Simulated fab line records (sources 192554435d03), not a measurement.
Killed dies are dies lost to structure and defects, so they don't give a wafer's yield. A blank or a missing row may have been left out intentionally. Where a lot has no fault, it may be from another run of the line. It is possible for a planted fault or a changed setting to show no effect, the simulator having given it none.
Matching of chambers	flow n5 finfet	N5_BEOL_M1_ALD_84 on ald metal-02: 4 sister chambers
The step deposits TaN, pulse time 2 s, purge time 3 s, co reactant purge time 2 s. 14 wafers are shown with their chamber, then 7 later ones without.

== WAFERS, EACH WITH ITS CHAMBER ==
wafer	chamber	heater power w (W)
L078.2	2	426
L078.3	1	434
L078.6	0	423
L079.1	2	413
L079.2	3	413
L079.5	0	427
L080.1	0	420
L080.4	1	445
L080.5	0	430
L082.1	0	417
L082.2	2	414
L082.4	1	446
L094.3	3	405
L094.5	3	407

SIGNATURES (averages over the wafers above)
reading	chamber 0	chamber 1	chamber 2	chamber 3	scatter within a chamber
heater power w	423.40	441.67	417.67	408.33	5.81
Rule: distance of a wafer from a chamber = root of the sum over the readings of ((wafer's reading minus chamber's mean) / reading's scatter) squared. The wafer belongs to the nearest chamber; if the next one is less than 2 further off, it can't be placed. How the scatter is found: for the shown wafers, subtract from each reading the mean of its chamber, square and add these, divide the total by (wafers less chambers), then take the root.

== WAFERS MISSING THEIR CHAMBER ==
wafer	heater power w (W)
L094.6	414
L095.1	434
L095.3	425
L095.6	426
L097.1	412
L097.3	428
L097.6	455

== THE CHAMBER EACH PASSED THROUGH ==
wafer	from the rows above	in truth
L094.6	can't be placed: 2 or 3 or 0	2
L095.1	can't be placed: 1 or 0 or 2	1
L095.3	can't be placed: 0 or 2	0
L095.6	can't be placed: 0 or 2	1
L097.1	can't be placed: 3 or 2 or 0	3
L097.3	can't be placed: 0 or 2 or 1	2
L097.6	1	1
Correctly placed: 1 of 7. Not placeable from these rows: 6 (in 5, the candidates include the true chamber). Placed wrongly: 0.
